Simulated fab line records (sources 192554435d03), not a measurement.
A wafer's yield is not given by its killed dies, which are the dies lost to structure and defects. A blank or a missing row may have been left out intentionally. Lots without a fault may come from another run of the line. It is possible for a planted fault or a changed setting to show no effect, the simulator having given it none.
The tool behind it: which one?    flow n5 finfet    6 lots, 16 wafers sampled, at 1 step of a route of 1938

WHAT EACH GAUGE READ, for each wafer
N5_SDB_OVL_MEAS_12.
lot   measured     on          SDB_OVL (nm)
L319  day 3 22:44  overlay-01  -1.3 -0.2 -1.2
L321  day 4 09:50  overlay-01  -0.1 -1.7 -0.1
L323  day 4 22:23  overlay-01  0.5 -0.3
L325  day 5 11:57  overlay-01  -0.2 0.4 -0.3
L330  day 6 21:31  overlay-02  -0.9 -0.3
L340  day 9 08:02  overlay-02  -0.2 -0.1 0.6

EACH LOT AND THE TOOL THAT RAN IT (in order: tool; ch and the chambers of the sampled wafers; start)
The record shows no process step preceding these readings.

THE ANSWER, worked out from the rows above alone
Rule: the usual values come from the lots themselves. The widest of any qualifying gaps counts: lots, ordered by their means at a reading, are off when they make up no more than a third of the lots, leave a main group of 4 or more, and stand apart from it by 3 or more times the standard deviation of that group's means. A main group whose means are all the same, to the digits that the tables above print for the reading, isn't used. Also off: a lot with no number at a reading for which 4 or more lots have one. All remaining lots with rows at the step are treated as sound.
Nothing can be told from this: no lot is off at any reading shown.

WHAT WAS PUT IN BY THE SIMULATOR
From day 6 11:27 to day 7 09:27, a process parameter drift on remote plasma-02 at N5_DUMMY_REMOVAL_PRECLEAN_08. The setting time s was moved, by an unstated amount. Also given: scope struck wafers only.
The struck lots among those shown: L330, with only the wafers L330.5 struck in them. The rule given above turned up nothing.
